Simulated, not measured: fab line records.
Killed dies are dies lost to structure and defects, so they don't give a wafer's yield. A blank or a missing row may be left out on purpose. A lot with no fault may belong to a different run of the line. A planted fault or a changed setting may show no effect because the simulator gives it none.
fab line records ; flow n5_finfet
record lots=9; wafers=25; last_day=17
route steps=1938 shown BEOL_M1@769 BEOL_M4@1111 PASSIVATION@1936
lots untouched by any fault: they come from a run of this same line in which no faults occurred
start_h: hours from the record's first day to the start of the lot's first wafer shown ; wait_h: hours from the lot's prior step to this one ; " same as the row above ; L1.1+2: a row that stands for several wafers ; - no value present, or no start provided ; * or withheld: withheld ; < > ~ a bound
route shown NAME@n: NAME is a module with steps in the file, n the number in the route of the first one ; usual: average and standard deviation across the fault-free wafers ; same: alike in all rows ; chamber/n: place in a boat ; sites: the reading at each site ; _std_site: how widely they spread, as a standard deviation ; _edge_site: inner sites' mean taken away from outer sites' mean ; radius_mm: for every site, how far away it sits from the centre of the wafer ; mask NAME#n: copy n ; behind: tool/chamber where the wafer was last shaped ; hold: why the lot went on hold/how many hours it stayed there/how the hold came to an end ; device: whichever transistor did not switch (one of n, p or np) ; end of line: at the end of the route, the tests of the same wafers ; a step without rows: its recipe alone ; killed: dies lost to structure and defects at the first sort, not the wafer's yield ; map: shows each die of a wafer: x if killed, . if not, _ if none is there
set.NAME: the setting that was run; set.NAME@STEP: the one run at that earlier step ; model.NAME: the simulator's own value behind a step, which no gauge read
one table for each step of the route and one row for each wafer, over a sample of lots
services: a tool's chamber out of use, with start hour (start_h, from the record's first day; less than 0 if before it), hours out, and reason
## steps
# step N5_BEOL_M1_ETCH_63
# recipe chemistry=CF4; target=SiARC; target_depth_a=156; mask_material=CAR-EUV; time_s=26; ion_energy_ev=80; pressure_mtorr=40; source_w=545; bias_w=36; Ar_flow_sccm=100; cf4_flow_sccm=100; ends=cleared
# usual bias_w=36.01/0.1; chamber_pressure_mTorr=40.00/0.038; drypump_motor_current_A=5.4/0.48; etch_rf_on_time_s=26.2/0.75; oes_product_au=0.69/0.078; rf_fwd_power_W=531.7/1.7; rf_vpp_V=184.0/1.2; showerhead_plenum_p_Torr=2.13/0.077; throttle_valve_pct=15.61/0.21
lot.wafer;tool;chamber;start_h;wait_h;bias_w;chamber_pressure_mTorr;drypump_motor_current_A;etch_rf_on_time_s;oes_product_au;rf_fwd_power_W;rf_hours_counter_h;rf_vpp_V;showerhead_plenum_p_Torr;throttle_valve_pct
L629.1;rie_diel-01;1;126.62;0.0;35.89;40.01;5.1;27.8;0.63;531.9;139;182.9;2.07;15.87
L629.5;rie_diel-01;0;126.62;0.0;36.04;40.08;5.4;26.7;0.57;533.1;-;184.6;2.01;15.93
L629.6;rie_diel-01;1;126.62;0.0;36.02;39.96;5.1;27.6;0.63;530.7;-;182.0;2.07;15.90
L633.4;rie_diel-01;1;145.83;0.0;36.00;40.03;5.1;27.6;0.62;529.4;-;184.0;2.06;15.91
L633.5;rie_diel-01;0;145.83;0.0;36.10;40.01;5.4;26.6;0.57;531.0;-;182.0;2.01;15.96
L633.6;rie_diel-01;2;145.83;0.0;35.92;39.97;5.5;27.0;0.81;533.4;-;182.8;2.09;15.25
L632.1;rie_diel-03;0;157.10;0.0;36.16;39.97;5.0;26.0;0.81;531.3;17;185.9;2.27;15.33
L632.3;rie_diel-03;2;157.10;0.0;36.08;40.05;5.0;26.2;0.71;532.4;98;184.4;2.17;15.69
L632.6;rie_diel-03;1;157.10;0.0;36.14;39.92;5.6;25.7;0.62;531.1;-;185.1;2.13;15.88
L635.3;rie_diel-03;0;160.52;0.0;36.01;40.00;5.0;26.2;0.80;533.3;18;183.9;2.27;15.33
L635.4;rie_diel-03;1;160.52;0.0;36.00;40.01;5.6;25.4;0.62;530.5;192;183.9;2.13;15.86
L635.5;rie_diel-03;3;160.52;0.0;36.11;40.01;6.2;26.1;0.71;531.8;-;184.5;2.11;15.63
L636.2;rie_diel-03;3;163.77;0.0;36.20;39.96;6.2;26.0;0.72;530.7;44;183.9;2.10;15.63
L636.3;rie_diel-03;2;163.77;0.0;35.84;39.97;5.0;26.3;0.70;533.0;100;185.8;2.17;15.70
L636.5;rie_diel-03;3;163.77;0.0;36.07;40.00;6.2;26.3;0.71;533.0;-;184.0;2.10;15.65
L638.3;rie_diel-04;0;178.61;0.0;36.03;40.03;5.3;25.8;0.80;529.4;14;185.4;2.18;15.53
L638.4;rie_diel-04;3;178.61;0.0;36.08;40.05;6.4;25.8;0.64;532.6;143;183.2;2.13;15.73
L638.5;rie_diel-04;1;178.61;0.0;36.15;39.99;5.6;26.2;0.67;531.3;-;184.2;2.15;15.67
L639.1;rie_diel-04;1;187.83;0.0;35.95;39.96;5.6;26.4;0.67;530.8;139;183.3;2.14;15.67
L639.4;rie_diel-04;0;187.83;0.0;35.98;40.02;5.3;25.5;0.79;532.0;18;185.2;2.18;15.54
L639.6;rie_diel-04;3;187.83;0.0;35.89;40.05;6.4;25.3;0.65;531.5;-;184.8;2.13;15.72
L643.3;rie_diel-03;2;212.93;0.0;35.94;40.03;5.1;25.6;0.69;531.3;114;185.7;2.17;15.73
L643.5;rie_diel-03;1;212.93;0.0;35.89;39.95;5.5;25.8;0.61;531.9;-;183.4;2.12;15.90
L644.3;rie_diel-04;0;219.07;0.0;36.20;39.96;5.3;25.7;0.78;532.2;26;184.8;2.18;15.58
L644.4;rie_diel-04;2;219.07;0.0;36.12;39.99;4.8;26.8;0.59;532.1;219;182.8;2.00;15.49
# step N5_BEOL_M1_INSPECT_30
# recipe mode=adi; inspect_instrument=brightfield
# usual raw_defect_count=433/97
lot.wafer;tool;chamber;start_h;wait_h;raw_defect_count
L629.1;defect_inspect-02;-;127.52;0.1;539
L629.5;defect_inspect-02;-;127.52;0.1;437
L629.6;defect_inspect-02;-;127.52;0.1;496
L633.4;defect_inspect-01;-;146.73;0.0;690
L633.5;defect_inspect-01;-;146.73;0.0;545
L633.6;defect_inspect-01;-;146.73;0.0;572
L632.1;defect_inspect-02;-;158.00;0.1;378
L632.3;defect_inspect-02;-;158.00;0.1;400
L632.6;defect_inspect-02;-;158.00;0.1;387
L635.3;defect_inspect-01;-;161.32;0.0;392
L635.4;defect_inspect-01;-;161.32;0.0;392
L635.5;defect_inspect-01;-;161.32;0.0;366
L636.2;defect_inspect-02;-;164.68;0.0;347
L636.3;defect_inspect-02;-;164.68;0.0;483
L636.5;defect_inspect-02;-;164.68;0.0;329
L638.3;defect_inspect-02;-;179.55;0.0;465
L638.4;defect_inspect-02;-;179.55;0.0;445
L638.5;defect_inspect-02;-;179.55;0.0;587
L639.1;defect_inspect-01;-;188.74;0.1;355
L639.4;defect_inspect-01;-;188.74;0.1;270
L639.6;defect_inspect-01;-;188.74;0.1;512
L643.3;defect_inspect-02;-;213.89;0.0;402
L643.5;defect_inspect-02;-;213.89;0.0;444
L644.3;defect_inspect-01;-;219.88;0.0;365
L644.4;defect_inspect-01;-;219.88;0.0;340
# step N5_BEOL_M1_DESCUM_33
# recipe chemistry=O2; time_s=7; source_power_w=50; bias_power_w=20; pressure_mtorr=20; rf_frequency_hz=2.712e+07; temp_c=40; resist=CAR-EUV; o2_flow_sccm=225
# usual chamber_pressure_mTorr=19.999/0.019; drypump_motor_current_A=5.4/0.41; oes_product_au=0.83/0.098; rf_fwd_power_W=49.32/0.27; rf_vpp_V=242.9/1.5; showerhead_plenum_p_Torr=2.08/0.079; throttle_valve_pct=20.45/0.22
# same time_s=7
lot.wafer;tool;chamber;start_h;wait_h;chamber_pressure_mTorr;drypump_motor_current_A;oes_product_au;rf_fwd_power_W;rf_hours_counter_h;rf_vpp_V;showerhead_plenum_p_Torr;throttle_valve_pct
L629.1;rie_diel-03;1;127.55;0.0;20.011;5.6;0.74;49.35;183;244.2;2.09;20.73
L629.5;rie_diel-03;0;127.55;0.0;19.968;4.9;0.97;49.55;-;244.7;2.22;20.15
L629.6;rie_diel-03;1;127.55;0.0;19.999;5.6;0.74;49.53;-;241.6;2.09;20.72
L633.4;rie_diel-01;2;146.77;0.0;20.025;5.4;0.96;49.39;-;241.7;2.05;20.22
L633.5;rie_diel-01;1;146.77;0.0;19.988;5.1;0.75;49.23;-;241.9;1.99;20.73
L633.6;rie_diel-01;0;146.77;0.0;20.028;5.3;0.69;49.55;-;240.5;1.97;20.87
L632.1;rie_diel-01;2;158.04;0.0;19.998;5.5;0.94;49.21;15;242.8;2.05;20.23
L632.3;rie_diel-01;1;158.04;0.0;19.982;5.1;0.75;49.15;151;242.0;1.99;20.74
L632.6;rie_diel-01;2;158.04;0.0;19.976;5.5;0.93;49.22;-;241.8;2.05;20.22
L635.3;rie_diel-04;2;161.35;0.0;20.013;4.7;0.71;49.26;202;240.6;1.99;20.38
L635.4;rie_diel-04;1;161.35;0.0;19.996;5.7;0.80;49.65;132;244.9;2.10;20.51
L635.5;rie_diel-04;1;161.35;0.0;20.014;5.7;0.80;49.78;-;243.8;2.10;20.53
L636.2;rie_diel-04;2;164.71;0.0;19.993;4.7;0.72;49.15;203;241.8;1.99;20.40
L636.3;rie_diel-04;3;164.71;0.0;19.991;6.4;0.76;48.99;139;245.2;2.07;20.50
L636.5;rie_diel-04;3;164.71;0.0;20.001;6.4;0.77;48.89;-;242.7;2.07;20.49
L638.3;rie_diel-03;0;179.58;0.0;19.998;5.0;0.92;49.63;24;244.2;2.22;20.20
L638.4;rie_diel-03;3;179.58;0.0;20.006;6.2;0.83;49.56;50;242.1;2.04;20.45
L638.5;rie_diel-03;1;179.58;0.0;20.014;5.6;0.73;49.18;-;242.9;2.09;20.76
L639.1;rie_diel-01;1;188.77;0.0;19.992;5.1;0.73;48.84;161;242.2;1.99;20.75
L639.4;rie_diel-01;2;188.77;0.0;20.014;5.4;0.91;49.50;26;242.8;2.05;20.24
L639.6;rie_diel-01;0;188.77;0.0;19.991;5.3;1.00;49.28;-;245.2;2.24;20.40
L643.3;rie_diel-01;0;213.92;0.0;19.981;5.3;0.96;49.42;9;245.9;2.24;20.42
L643.5;rie_diel-01;3;213.92;0.0;19.987;5.6;0.92;49.62;-;243.7;2.16;20.12
L644.3;rie_diel-01;2;219.91;0.0;20.008;5.4;0.90;49.32;34;242.7;2.05;20.27
L644.4;rie_diel-01;0;219.91;0.0;19.981;5.3;0.96;49.39;11;245.2;2.24;20.43
# step N5_BEOL_M1_TRENCH_ETCH_37
# recipe chemistry=C4F6/O2; target_depth_a=552.07; target=SiOC; time_s=29; ion_energy_ev=250; pressure_mtorr=30; source_w=355; bias_w=185; Ar_flow_sccm=300; C4F6_flow_sccm=10; O2_flow_sccm=10
# usual bias_w=185.0/0.61; chamber_pressure_mTorr=30.000/0.026; drypump_motor_current_A=5.4/0.39; oes_product_au=0.83/0.097; rf_fwd_power_W=349.3/1.8; rf_vpp_V=673/18; showerhead_plenum_p_Torr=2.83/0.095; throttle_valve_pct=20.9/0.33
# same time_s=29
lot.wafer;tool;chamber;start_h;wait_h;bias_w;chamber_pressure_mTorr;drypump_motor_current_A;oes_product_au;rf_fwd_power_W;rf_hours_counter_h;rf_vpp_V;showerhead_plenum_p_Torr;throttle_valve_pct
L629.1;rie_diel-01;2;129.14;-;184.6;30.008;5.5;0.99;349.2;4;704;2.77;20.5
L629.5;rie_diel-01;1;129.14;-;185.2;30.015;5.1;0.76;346.3;-;673;2.77;21.4
L629.6;rie_diel-01;2;129.14;-;185.2;29.977;5.4;0.98;350.0;-;702;2.77;20.5
L633.4;rie_diel-03;3;156.05;-;185.0;30.007;6.2;0.84;349.9;42;666;2.82;21.1
L633.5;rie_diel-03;0;156.05;-;184.8;29.972;5.0;0.95;350.0;-;653;3.01;20.6
L633.6;rie_diel-03;1;156.05;-;185.1;29.971;5.6;0.73;349.7;-;674;2.81;21.0
L632.1;rie_diel-01;2;162.59;-;184.9;30.070;5.5;0.95;350.7;16;702;2.77;20.5
L632.3;rie_diel-01;1;162.59;-;184.9;30.040;5.1;0.74;347.7;152;672;2.76;21.4
L632.6;rie_diel-01;3;162.59;-;185.2;30.011;5.6;0.98;351.1;-;649;2.94;20.5
L636.2;rie_diel-01;2;165.77;-;168.6;29.993;5.5;0.91;350.9;18;651;2.77;20.5
L636.3;rie_diel-01;3;165.77;-;167.7;29.982;5.6;0.97;349.7;5;602;2.94;20.5
L636.5;rie_diel-01;1;165.77;-;168.3;29.942;5.1;0.73;348.3;-;624;2.76;21.4
L635.3;rie_diel-03;1;165.92;-;185.5;30.040;5.6;0.73;349.9;194;674;2.81;21.0
L635.4;rie_diel-03;2;165.92;-;186.0;29.979;5.1;0.82;347.3;100;654;2.89;20.9
L635.5;rie_diel-03;2;165.92;-;185.8;30.006;5.1;0.82;346.2;-;654;2.89;21.0
L638.3;rie_diel-01;3;182.17;-;168.3;29.967;5.6;0.93;349.7;11;602;2.93;20.5
L638.4;rie_diel-01;1;182.17;-;168.4;30.055;5.1;0.72;347.1;-;624;2.76;21.4
L638.5;rie_diel-01;3;182.17;-;168.6;29.990;5.6;0.93;349.9;-;602;2.93;20.5
L639.1;rie_diel-04;1;197.52;-;183.7;29.990;5.6;0.78;349.1;141;678;2.84;20.8
L639.4;rie_diel-04;2;197.52;-;184.6;29.984;4.7;0.69;347.8;213;646;2.67;20.6
L639.6;rie_diel-04;2;197.52;-;184.9;29.994;4.7;0.70;346.3;-;644;2.67;20.6
L643.3;rie_diel-03;0;230.30;-;184.9;30.001;5.0;0.92;348.9;36;653;3.00;20.6
L643.5;rie_diel-03;0;230.30;-;184.8;29.961;5.0;0.92;350.2;-;653;3.00;20.7
L644.3;rie_diel-04;1;234.08;-;184.4;29.990;5.6;0.78;350.3;152;679;2.83;20.9
L644.4;rie_diel-04;3;234.08;-;184.5;29.981;6.4;0.74;346.4;159;656;2.84;21.1
# step N5_BEOL_M4_RC_MEAS_101
# usual DIBL_N=36.5/2.2; DIBL_P=36.9/2.9; IOFF_N=0.17/0.044; IOFF_P=0.22/0.052; ION_N=671/16; ION_P=461/10; RS_NWELL=1036/7.6; SS_N=71.6/0.73; SS_P=73.5/0.79; VT_N=250/4.1; VT_P=-250/4.1
lot.wafer;tool;chamber;start_h;wait_h;DIBL_N[mV/V];DIBL_P[mV/V];IOFF_N[nA/um];IOFF_P[nA/um];ION_N[uA/um];ION_P[uA/um];RS_NWELL[ohm/sq];SS_N[mV/dec];SS_P[mV/dec];VT_N[mV];VT_P[mV]
L629.1;prober-01;0;178.63;0.0;34.2;34.7;0.12;0.16;667;455;1020;70.9;72.1;253;-255
L629.5;prober-01;0;178.63;0.0;35.1;37.1;0.13;0.19;674;463;1026;71.0;72.9;252;-254
L629.6;prober-01;0;178.63;0.0;32.4;30.0;0.09;0.10;647;440;1029;70.4;71.1;260;-262
L632.1;prober-01;0;207.00;0.0;37.2;35.2;0.16;0.19;653;439;1043;72.2;72.8;253;-253
L632.3;prober-01;0;207.00;0.0;35.6;36.2;0.14;0.22;658;462;1050;71.2;72.7;254;-250
L632.6;prober-01;0;207.00;0.0;36.1;35.9;0.15;0.22;670;457;1044;71.4;73.2;253;-251
L633.4;prober-02;0;209.55;0.5;35.4;33.8;0.14;0.16;645;443;1042;71.9;72.2;251;-253
L633.5;prober-02;0;209.55;0.5;36.6;36.8;0.15;0.21;653;449;1034;72.1;73.5;252;-249
L633.6;prober-02;0;209.55;0.5;31.5;31.6;0.09;0.14;640;446;1040;70.9;71.8;257;-253
L635.3;prober-01;0;213.08;0.3;37.5;38.7;0.20;0.24;692;466;1041;72.0;74.6;246;-251
L635.4;prober-01;0;213.08;0.3;34.3;35.8;0.14;0.20;654;450;1044;71.6;73.7;253;-252
L635.5;prober-01;0;213.08;0.3;36.0;36.9;0.16;0.20;671;457;1043;72.1;73.9;251;-249
L636.2;prober-01;0;219.46;0.2;37.2;36.5;0.16;0.25;671;462;1706;71.9;73.6;252;-246
L636.3;prober-01;0;219.46;0.2;33.1;31.3;0.11;0.18;648;447;1715;71.2;73.2;255;-248
L636.5;prober-01;0;219.46;0.2;36.8;36.6;0.16;0.24;660;462;1704;71.2;73.8;250;-247
L638.3;prober-01;0;234.27;0.3;38.5;37.3;0.19;0.25;694;466;1035;72.3;73.6;247;-248
L638.4;prober-01;0;234.27;0.3;42.5;43.5;0.31;0.40;705;483;1029;72.5;75.3;241;-241
L638.5;prober-01;0;234.27;0.3;39.5;39.5;0.23;0.30;695;477;1039;72.6;73.9;247;-245
L639.1;prober-02;0;252.78;0.0;36.4;37.6;0.18;0.21;671;452;1018;71.5;73.4;247;-252
L639.4;prober-02;0;252.78;0.0;36.7;38.7;0.16;0.23;677;466;1028;71.2;74.4;246;-249
L639.6;prober-02;0;252.78;0.0;37.2;40.4;0.22;0.25;709;475;1021;71.3;73.4;243;-247
L643.3;prober-02;0;268.87;0.3;35.5;35.7;0.13;0.18;670;458;1039;71.1;73.5;252;-253
L643.5;prober-02;0;268.87;0.3;36.0;36.9;0.14;0.20;668;454;1032;71.4;73.4;254;-252
L644.3;prober-01;0;291.50;0.6;38.2;39.8;0.20;0.25;684;468;1035;72.4;73.7;249;-249
L644.4;prober-01;0;291.50;0.6;37.5;38.9;0.18;0.24;670;459;1043;72.2;73.6;249;-251
# step N5_PASSIVATION_PROBE_49
# usual defect_limited_yield=91.3/1.4; killed_at_M0_to_M3=36/10; killed_at_M4_up=13/5.4; killed_at_contacts=12/5.3; killed_at_front_end=39/10; killed_at_other=3.2/2.7; killed_dies=103/16; killed_open=68/13; killed_short=33/6.6; sort_bin_4_leakage=0.01/0.031; sort_bin_5_function=5.1/0.92; sort_bin_6_memory=3.3/0.68; sort_bin_8_speed=0.1/0.41; sort_n_pass=1077/17; sort_yield_pct=91.2/1.4
# same gross_dies=1180; killed_at_back_side=0
lot.wafer;tool;chamber;start_h;wait_h;defect_limited_yield[%];killed_at_M0_to_M3;killed_at_M4_up;killed_at_contacts;killed_at_front_end;killed_at_other;killed_dies;killed_open;killed_short;sort_bin_4_leakage[%];sort_bin_5_function[%];sort_bin_6_memory[%];sort_bin_8_speed[%];sort_n_pass;sort_yield_pct[%]
L644.3;prober-01;-;412.11;0.1;89.2;51;13;11;48;4;127;94;30;0;5.9;4.4;0;1053;89.2
L644.4;prober-01;-;412.16;0.2;89.8;35;15;19;47;4;120;86;34;0;5.3;4.7;0;1060;89.8
# killed by level:class
L644.3 BEOL_M2:geometric_particle:open=19 BEOL_M3:geometric_particle:open=11 DUMMY_GATE:geometric_particle:open=8 MOL_CONTACT_COAG:geometric_particle:open=8 STI_FIN_REVEAL:geometric_particle:open=7 GATE_CUT:geometric_particle:open=7 FIN_SAQP:geometric_particle:short=6 BEOL_M0_SAQP:geometric_particle:open=5
L644.4 MOL_CONTACT_COAG:geometric_particle:open=15 STI_FIN_REVEAL:geometric_particle:open=11 BEOL_M3:geometric_particle:open=8 DUMMY_GATE:geometric_particle:open=7 BEOL_M1:geometric_particle:open=6 ILD0:geometric_particle:open=6 BEOL_M0_SAQP:geometric_particle:open=6 BEOL_M0_SAQP:geometric_particle:short=5
## services
tool;chamber;start_h;hours;kind
rie_diel-01;3;128.89;-;clean
rie_diel-01;3;128.89;-;consumable_replace:focus_ring
rie_diel-01;3;128.89;24.4;scheduled_down
rie_diel-01;3;128.89;24.4;vent_cycle
rie_diel-04;-;136.35;1.1;repair
rie_diel-04;0;152.81;8.1;repair
rie_diel-01;0;153.30;-;clean
rie_diel-01;0;153.30;-;consumable_replace:focus_ring
rie_diel-01;0;153.30;-;consumable_replace:showerhead
rie_diel-01;0;153.30;29.5;scheduled_down
rie_diel-01;0;153.30;29.5;vent_cycle
rie_diel-04;-;167.56;0.5;repair
rie_diel-01;0;223.37;15.1;repair
rie_diel-01;3;232.64;22.4;repair
## key
first_sign step=N5_BEOL_M1_TRENCH_ETCH_37; reading=bias_w; direction=down; sigmas=27; usual=*; struck=*
effect step=N5_BEOL_M1_TRENCH_ETCH_37; reading=rf_vpp_V; direction=down; sigmas=3; usual=673; struck=617
effect step=N5_BEOL_M4_RC_MEAS_101; reading=RS_NWELL; direction=up; sigmas=44; usual=1036; struck=1371; wafers_moved=3
met_at N5_BEOL_M1_TRENCH_ETCH_37
struck_lots L636,L638
not_acting_at N5_BEOL_M1_ETCH_63,N5_BEOL_M1_INSPECT_30,N5_BEOL_M1_DESCUM_33
onset_between 162.59 165.77
earlier_fault kind=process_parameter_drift; tool=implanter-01; chamber=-; onset_h=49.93; steps=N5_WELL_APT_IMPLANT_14; channel=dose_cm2; offset=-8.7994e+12; shape=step; acts_in=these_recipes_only; stated=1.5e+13
earlier_fault kind=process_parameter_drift; tool=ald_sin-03; chamber=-; onset_h=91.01; steps=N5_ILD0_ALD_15; channel=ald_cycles; offset=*; shape=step; acts_in=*; stated=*
fault kind=process_parameter_drift; tool=rie_diel-01; chamber=-; onset_h=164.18; steps=N5_BEOL_M1_TRENCH_ETCH_37; channel=bias_w; offset=*; shape=step; acts_in=*; stated=*
